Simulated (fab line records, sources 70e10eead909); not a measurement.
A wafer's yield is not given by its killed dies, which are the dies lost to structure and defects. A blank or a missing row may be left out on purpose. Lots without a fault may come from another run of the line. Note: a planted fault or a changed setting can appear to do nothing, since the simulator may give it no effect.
fab line records	flow nandHarc
[record] lots = 12	wafers = 36	lastDay = 23
route steps=1159 shown P_M2@335 P_BONDPAD@352 END@1159
lots that met no fault: from a run of the same line without faults
startH: start of the lot's first displayed wafer, in hours after the record's first day	waitH: hours since the lot's step before	" same as the row above	L1.1+2: a single row standing in for several wafers	- no value, or no start was given	* or withheld: withheld	< > ~ a bound
route shown NAME@n: a module of which the file shows steps, and the number in the route of the first	usual: mean/standard deviation taken from wafers without a fault	same: alike in all rows	chamber/n: place in a boat	sites: each site's reading	_std_site: the values' standard deviation	_edge_site: inner sites' mean taken away from outer sites' mean	radiusMm: how far each site lies from the wafer's centre	mask NAME#n: copy n	behind: the last tool/chamber to shape the wafer	hold: why the lot went on hold/how many hours it stayed there/how the hold came to an end	device: whichever transistor did not switch (one of n, p or np)	end of line: tests of these same wafers at the route's end	a step given without rows: its recipe and nothing more	killed: count of dies lost to structure and defects at first sort (not the wafer's yield)	map: the dies of a wafer, with x for killed, . for not killed, _ for no die there
set.NAME: the setting as run; set.NAME@STEP: as run at that earlier step	model.NAME: the simulator's own value behind a step, which no gauge read
a sample of lots followed through the steps of the route, with each step as a table and each wafer as a row
services: from which hour (startH, from the record's first day; less than 0 if before it) a tool's chamber was out of use, for how many hours, and why
[[steps]]
[step NHARC_P_M2_STRIP_18]
[recipe] powerW = 1000	n2FlowSccm = 150	h2FlowSccm = 150	arFlowSccm = 0	biasW = 0	chemistry = N2/H2
[usual] drypumpMotorCurrentA = 5.7/0.6	oesProductAu = 0.998/0.0075	rfVppV = 90.7/0.96	showerheadPlenumPTorr = 2.03/0.084	throttleValvePct = 14.170/0.0089
lot.wafer	tool	chamber	startH	waitH	drypumpMotorCurrentA	oesProductAu	rfHoursCounterH	rfVppV	showerheadPlenumPTorr	throttleValvePct
L454.2	rieDiel-07	2	136.55	0.1	6.5	0.987	2	89.8	2.03	14.187
L454.3	"	0	"	"	6.0	0.994	2	89.3	2.09	14.167
L454.5	"	2	"	"	6.5	0.985	-	91.7	2.03	14.155
L455.2	rieDiel-07	2	157.65	0.1	6.5	0.993	3	90.6	2.03	14.177
L455.3	"	0	"	"	6.0	0.993	3	90.7	2.09	14.167
L455.6	"	1	"	"	4.7	1.007	-	89.6	1.90	14.153
L458.1	rieDiel-04	1	173.86	0.1	5.6	0.991	8	89.8	2.05	14.172
L458.4	"	2	"	"	6.5	1.012	9	90.5	1.95	14.160
L458.6	"	1	"	"	5.6	1.003	-	91.4	2.05	14.169
L459.4	rieDiel-07	2	180.21	0.1	6.5	1.001	4	89.0	2.03	14.175
L459.2	"	0	"	"	6.0	0.994	4	91.3	2.09	14.156
L459.3	"	1	"	"	4.7	1.015	4	90.6	1.90	14.163
L460.2	rieDiel-07	1	180.57	0.1	4.6	1.002	4	90.6	1.90	14.171
L460.1	"	3	"	"	5.4	1.002	3	91.4	2.06	14.185
L460.5	"	1	"	"	4.7	1.005	-	87.6	1.90	14.179
L461.2	rieDiel-04	3	185.24	0.1	5.3	0.997	10	90.9	2.16	14.179
L461.4	"	0	"	"	5.8	1.004	9	89.3	2.14	14.156
L461.1	"	1	"	"	5.6	0.994	10	92.4	2.05	14.170
L464.1	rieDiel-07	0	200.57	0.1	6.0	0.990	5	92.0	2.09	14.169
L464.3	"	3	"	"	5.4	0.988	4	91.1	2.06	14.180
L464.5	"	1	"	"	4.7	1.003	-	89.5	1.90	14.159
L465.4	rieDiel-07	2	204.24	0.1	6.5	0.990	5	90.4	2.03	14.178
L465.2	"	3	"	"	5.4	0.988	4	90.9	2.06	14.165
L465.1	"	1	"	"	4.7	0.998	5	90.8	1.90	14.160
L467.1	rieDiel-07	3	223.21	0.1	5.4	0.993	5	90.9	2.06	14.164
L467.4	"	1	"	"	4.7	1.005	6	89.6	1.90	14.178
L467.6	"	3	"	"	5.4	1.004	-	91.9	2.06	14.166
L466.4	rieDiel-01	1	223.81	0.1	6.0	0.996	37	89.9	2.13	14.168
L466.2	"	2	"	"	5.4	0.991	38	88.9	1.93	14.163
L466.5	"	0	"	"	5.6	0.991	-	89.1	1.96	14.159
L468.3	rieDiel-01	1	230.74	0.1	6.0	1.011	39	91.0	2.13	14.174
L468.1	"	3	"	"	5.0	1.001	39	90.2	1.90	14.168
L468.2	"	0	"	"	5.6	0.994	32	89.3	1.96	14.178
L470.1	rieDiel-01	2	232.35	0.1	5.4	0.992	41	90.4	1.93	14.180
L470.4	"	0	"	"	5.6	0.990	33	90.1	1.96	14.182
L470.5	"	2	"	"	5.4	0.993	-	89.8	1.93	14.179
[step NHARC_P_M2_PVD_20]
[recipe] targetThkA = 50	biasV = 168.6	powerW = 15000	chamberPressurePa = 0.12	timeS = 8.06	substrateTempC = 50	material = TaN
[usual] throttleValvePct = 30.0/0.92
lot.wafer	tool	chamber	startH	waitH	throttleValvePct
L454.3	pvdSputter-02	-	-	-	27.7
L454.2	"	-	"	"	30.4
L454.5	"	-	"	"	29.9
L455.2	pvdSputter-03	-	-	-	29.9
L455.3	"	-	"	"	31.0
L455.6	"	-	"	"	30.0
L458.4	pvdSputter-01	-	-	-	30.1
L458.1	"	-	"	"	30.7
L458.6	"	-	"	"	29.0
L459.3	pvdSputter-03	-	-	-	30.2
L459.2	"	-	"	"	31.8
L459.4	"	-	"	"	29.8
L460.2	pvdSputter-02	-	-	-	29.7
L460.1	"	-	"	"	28.2
L460.5	"	-	"	"	30.3
L461.2	pvdSputter-03	-	-	-	29.9
L461.4	"	-	"	"	30.1
L461.1	"	-	"	"	31.7
L464.3	pvdSputter-01	-	-	-	29.3
L464.1	"	-	"	"	29.8
L464.5	"	-	"	"	29.7
L465.2	pvdSputter-01	-	-	-	29.9
L465.1	"	-	"	"	29.2
L465.4	"	-	"	"	29.3
L467.1	pvdSputter-03	-	-	-	29.7
L467.4	"	-	"	"	30.1
L467.6	"	-	"	"	29.8
L466.2	pvdSputter-03	-	-	-	31.5
L466.4	"	-	"	"	30.0
L466.5	"	-	"	"	31.8
L468.2	pvdSputter-01	-	-	-	29.4
L468.1	"	-	"	"	29.4
L468.3	"	-	"	"	30.5
L470.4	pvdSputter-03	-	-	-	31.7
L470.1	"	-	"	"	29.9
L470.5	"	-	"	"	31.7
[step NHARC_P_M2_ECD_22]
[recipe] targetThkA = 4000	bathTempC = 25	material = Cu
lot.wafer	tool	chamber	startH	waitH
L454.2+3+5	ecdCu-02	1,0,0	137.60	-
L455.2+3+6	ecdCu-02	1,1,0	159.18	-
L458.1+4+6	ecdCu-01	1,0,0	174.85	-
L459.2+4+3	ecdCu-01	1,0,1	181.26	-
L460.2+1+5	ecdCu-01	0,1,0	181.80	-
L461.2+1+4	ecdCu-01	0,1,1	186.62	-
L464.1+3+5	ecdCu-02	0	201.63	-
L465.2+1+4	ecdCu-01	1,0,1	205.24	-
L467.1+4+6	ecdCu-02	1,0,0	224.21	-
L466.2+4+5	ecdCu-01	1,1,0	224.86	-
L468.1+2+3	ecdCu-02	1,0,1	231.75	-
L470.1+4+5	ecdCu-02	1,0,0	233.38	-
[step NHARC_P_M2_CMP_23]
[recipe] tOverpolishS = 20	targetThkNm = 144.3
[usual] motorCurrentA = 12.5/1.3	timeToEndpointS = 28.9/2.4
lot.wafer	tool	chamber	startH	waitH	motorCurrentA	timeToEndpointS
L454.2	cmp-03	1	138.39	-	13.5	28.1
L454.3	"	2	"	"	13.0	27.2
L454.5	"	1	"	"	15.0	27.8
L455.2	cmp-01	0	159.97	-	13.8	27.0
L455.3	"	3	"	"	10.7	27.9
L455.6	"	0	"	"	13.2	28.1
L458.4	cmp-04	0	175.57	-	11.4	29.5
L458.1	"	2	"	"	11.5	24.7
L458.6	"	1	"	"	11.8	29.0
L459.2	cmp-03	3	181.95	-	12.9	28.8
L459.3	"	0	"	"	10.9	33.7
L459.4	"	1	"	"	14.8	29.9
L460.1	cmp-03	3	182.56	-	13.4	28.7
L460.2	"	2	"	"	12.4	28.4
L460.5	"	3	"	"	13.4	28.4
L461.1	cmp-04	1	187.35	-	11.6	28.4
L461.4	"	2	"	"	12.5	27.0
L461.2	"	3	"	"	14.3	26.1
L464.1	cmp-03	0	202.31	-	11.6	29.7
L464.3	"	1	"	"	13.9	29.6
L464.5	"	0	"	"	11.6	29.7
L465.2	cmp-01	1	206.24	-	9.7	33.8
L465.1	"	2	"	"	12.2	35.4
L465.4	"	3	"	"	10.8	32.3
L467.1	cmp-03	3	224.96	-	13.0	28.1
L467.4	"	1	"	"	14.2	38.5
L467.6	"	2	"	"	12.5	40.5
L466.4	cmp-01	3	225.55	-	11.8	31.5
L466.2	"	2	"	"	12.1	31.9
L466.5	"	3	"	"	10.8	31.3
L468.2	cmp-01	1	232.51	-	10.1	44.3
L468.1	"	2	"	"	12.0	29.7
L468.3	"	3	"	"	11.0	28.7
L470.4	cmp-03	2	234.07	-	12.4	41.7
L470.1	"	3	"	"	13.1	30.5
L470.5	"	2	"	"	12.8	43.7
[step NHARC_P_BONDPAD_CMP_32]
[recipe] targetThkNm = 200	material = SiCN
[usual] motorCurrentA = 12.2/1
lot.wafer	tool	chamber	startH	waitH	motorCurrentA
L454.2	cmp-01	0	139.80	-	13.7
L454.3	"	3	"	"	11.2
L454.5	"	1	"	"	10.0
L455.3	cmp-04	1	161.50	-	11.5
L455.2	"	2	"	"	11.9
L455.6	"	0	"	"	11.4
L458.1	cmp-02	3	177.01	-	13.2
L458.4	"	0	"	"	12.2
L458.6	"	3	"	"	13.7
L459.4	cmp-04	1	183.36	-	12.1
L459.3	"	3	"	"	13.1
L459.2	"	0	"	"	11.4
L460.1	cmp-02	1	184.00	-	12.8
L460.2	"	3	"	"	13.6
L460.5	"	1	"	"	12.9
L461.1	cmp-04	1	189.17	-	12.1
L461.2	"	2	"	"	12.2
L461.4	"	0	"	"	11.5
L464.3	cmp-02	1	203.73	-	13.2
L464.1	"	2	"	"	11.4
L464.5	"	2	"	"	11.9
L465.4	cmp-04	3	207.68	-	14.7
L465.1	"	0	"	"	11.2
L465.2	"	1	"	"	12.1
L467.1	cmp-01	2	226.40	-	12.2
L467.4	"	0	"	"	13.1
L467.6	"	3	"	"	10.8
L466.4	cmp-04	2	227.04	-	12.2
L466.2	"	3	"	"	13.5
L466.5	"	0	"	"	12.2
L468.1	cmp-02	3	233.94	-	12.8
L468.2	"	0	"	"	11.5
L468.3	"	1	"	"	13.0
L470.1	cmp-04	1	235.49	-	11.6
L470.4	"	3	"	"	13.8
L470.5	"	0	"	"	10.9
[step NHARC_END_SORT_01]
[recipe] tempC = 25
[usual] defectLimitedYield = 95.2/1.4	killedAtArray = 28/8.9	killedAtOther = 0.8/1.2	killedAtPeriphery = 3.3/2.3	killedDies = 32/9.4	killedOpen = 3.2/1.8	killedShort = 1.9/1.4	sort_bin_2_pct = 1.4/0.56	sort_bin_3_pct = 0.26/0.21	sort_bin_4_pct = 3.1/1	sortNPass = 645/9.4	sortRimYieldPct = 95.7/2.4	sortYieldPct = 95.2/1.4
[same] grossDies = 677	sort_bin_5_pct[%] = 0	sort_bin_6_pct[%] = 0	sort_bin_7_pct[%] = 0	sort_bin_8_pct[%] = 0	sortRimNGross = 106.00
lot.wafer	tool	chamber	startH	waitH	defectLimitedYield[%]	killedAtArray	killedAtOther	killedAtPeriphery	killedDies	killedOpen	killedShort	sort_bin_2_pct[%]	sort_bin_3_pct[%]	sort_bin_4_pct[%]	sortNPass	sortRimYieldPct[%]	sortYieldPct[%]
L461.1	prober-01	0	502.72	2.5	93.4	39	1	5	45	4	1	2.7	0	4.0	632	95.3	93.4
L461.2	prober-01	0	503.53	2.8	94.2	36	0	3	39	4	0	1.9	0	3.8	638	92.5	94.2
L461.4	prober-01	0	505.16	3.5	93.1	41	1	5	47	5	4	2.7	0.30	4.0	630	97.2	93.1
L459.2	prober-02	0	511.23	2.8	94.8	28	0	7	35	5	3	2.1	0.89	2.2	642	96.2	94.8
L459.3	prober-02	0	512.03	3.1	94.5	33	0	4	37	6	1	2.4	0.74	2.4	640	92.5	94.5
L459.4	prober-02	0	512.83	3.4	93.9	37	0	4	41	3	4	1.8	0	4.3	636	94.3	93.9
L468.1	prober-02	0	556.73	2.5	94.4	28	0	10	38	1	2	1.3	0.30	4.0	639	92.5	94.4
L468.2	prober-02	0	557.53	2.8	94.5	35	0	2	37	5	0	1.3	0.30	3.8	640	98.1	94.5
L468.3	prober-02	0	558.34	3.1	94.7	32	0	4	36	3	0	1.8	0.15	3.4	641	94.3	94.7
// killed by level:class
L461.1 A_CHANNEL_HOLE_D1:chamberFilmFlake=14 A_SLIT:chamberFilmFlake=14 A_STAIRCASE:chamberFilmFlake=4 A_CONTACT:chamberFilmFlake=4 P_GATE:chamberFilmFlake=2 P_CONTACT:geometricParticle:open=1 P_M0:geometricParticle:short=1 A_CONTACT:geometricParticle:open=1
L461.2 A_SLIT:chamberFilmFlake=13 A_CHANNEL_HOLE_D1:chamberFilmFlake=12 A_STAIRCASE:chamberFilmFlake=5 A_CONTACT:chamberFilmFlake=3 P_GATE:geometricParticle:open=1 A_ONON_D1:geometricParticle:open=1 A_CHANNEL_HOLE_D1:geometricParticle:open=1 A_CONTACT:geometricParticle:open=1
L461.4 A_CHANNEL_HOLE_D1:chamberFilmFlake=16 A_SLIT:chamberFilmFlake=8 A_STAIRCASE:chamberFilmFlake=7 A_CONTACT:chamberFilmFlake=4 P_STI:geometricParticle:short=1 P_M0:geometricParticle:short=1 A_SGD_CUT:geometricParticle:open=1 A_CONTACT:geometricParticle:open=1
L459.2 A_SLIT:chamberFilmFlake=13 A_CHANNEL_HOLE_D1:chamberFilmFlake=7 A_CONTACT:chamberFilmFlake=4 P_M0:geometricParticle:open=2 P_GATE:geometricParticle:open=1 P_GATE:geometricParticle:short=1 P_M0:geometricParticle:short=1 A_SGD_CUT:geometricParticle:open=1
L459.3 A_SLIT:chamberFilmFlake=11 A_CHANNEL_HOLE_D1:chamberFilmFlake=10 A_CONTACT:chamberFilmFlake=3 P_ZERO_WELL:chamberFilmFlake=2 A_ZERO_WELL:chamberFilmFlake=2 P_M0:geometricParticle:open=1 A_ONON_D1:geometricParticle:open=1 A_WL_FILL:geometricParticle:open=1
L459.4 A_SLIT:chamberFilmFlake=13 A_CHANNEL_HOLE_D1:chamberFilmFlake=9 A_STAIRCASE:chamberFilmFlake=5 A_ZERO_WELL:chamberFilmFlake=3 A_CHANNEL_FILL_D1:geometricParticle:short=2 P_GATE:chamberFilmFlake=2 A_ONON_D1:geometricParticle:open=1 A_CHANNEL_FILL_D1:geometricParticle:open=1
L468.1 A_CHANNEL_HOLE_D1:chamberFilmFlake=20 P_GATE:chamberFilmFlake=6 A_CONTACT:chamberFilmFlake=5 A_STAIRCASE:chamberFilmFlake=2 P_CONTACT:geometricParticle:short=1 P_M0:geometricParticle:short=1 A_CONTACT:geometricParticle:open=1 P_M1:chamberFilmFlake=1
L468.2 A_CHANNEL_HOLE_D1:chamberFilmFlake=17 A_CONTACT:chamberFilmFlake=9 A_STAIRCASE:chamberFilmFlake=4 A_M0:geometricParticle:open=2 P_M1:chamberFilmFlake=2 A_CHANNEL_HOLE_D1:geometricParticle:open=1 A_CHANNEL_FILL_D1:geometricParticle:open=1 A_SGD_CUT:geometricParticle:open=1
L468.3 A_CHANNEL_HOLE_D1:chamberFilmFlake=15 A_CONTACT:chamberFilmFlake=11 P_M1:chamberFilmFlake=2 A_STAIRCASE:chamberFilmFlake=2 P_GATE:geometricParticle:open=1 A_BLC:geometricParticle:open=1 A_M0:geometricParticle:open=1 P_ZERO_WELL:chamberFilmFlake=1
[[services]]
tool	chamber	startH	hours	kind
rieDiel-01	2	112.65	15.5	repair
rieDiel-07	2	121.56	8.1	repair
cmp-02	-	128.50	4.0	pm
rieDiel-07	0	133.70	-	clean
rieDiel-07	1	133.70	-	clean
rieDiel-01	-	138.09	9.0	pm
cmp-04	-	145.92	1.5	repair
rieDiel-07	3	152.21	17.1	repair
cmp-03	-	156.09	4.0	pm
pvdSputter-01	-	158.01	10.0	pm
cmp-03	-	164.59	1.6	repair
rieDiel-01	0	172.11	9.6	repair
ecdCu-02	-	180.00	8.0	pm
cmp-01	-	202.09	4.0	pm
cmp-04	-	203.10	4.0	pm
rieDiel-04	1	206.97	14.9	repair
cmp-04	-	207.10	-	consumableReplace:conditioner
cmp-04	-	207.10	-	consumableReplace:pad
cmp-01	-	213.67	1.9	repair
pvdSputter-02	-	214.00	10.0	pm
cmp-04	-	223.38	0.7	repair
cmp-02	-	226.50	4.0	pm
pvdSputter-02	-	226.61	1.8	repair
rieDiel-07	-	228.20	9.0	pm
[[key]]
[firstSign] step = NHARC_P_M2_CMP_23	reading = timeToEndpointS	direction = up	sigmas = 5.3	usual = *	struck = *
effect none on later readings
metAt NHARC_P_M2_ECD_22
struckLots L467,L468,L470
struckWafers L467.4,L467.6,L468.2,L470.4,L470.5
notActingAt NHARC_P_M2_STRIP_18,NHARC_P_M2_PVD_20,NHARC_P_BONDPAD_CMP_32
onsetBetween 201.63 224.21
[fault] kind = processParameterDrift	tool = ecdCu-02	chamber = 0	onsetH = 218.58	steps = NHARC_P_M2_ECD_22	channel = targetThkA	offset = *	shape = step	endH = 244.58	actsIn = *	stated = *
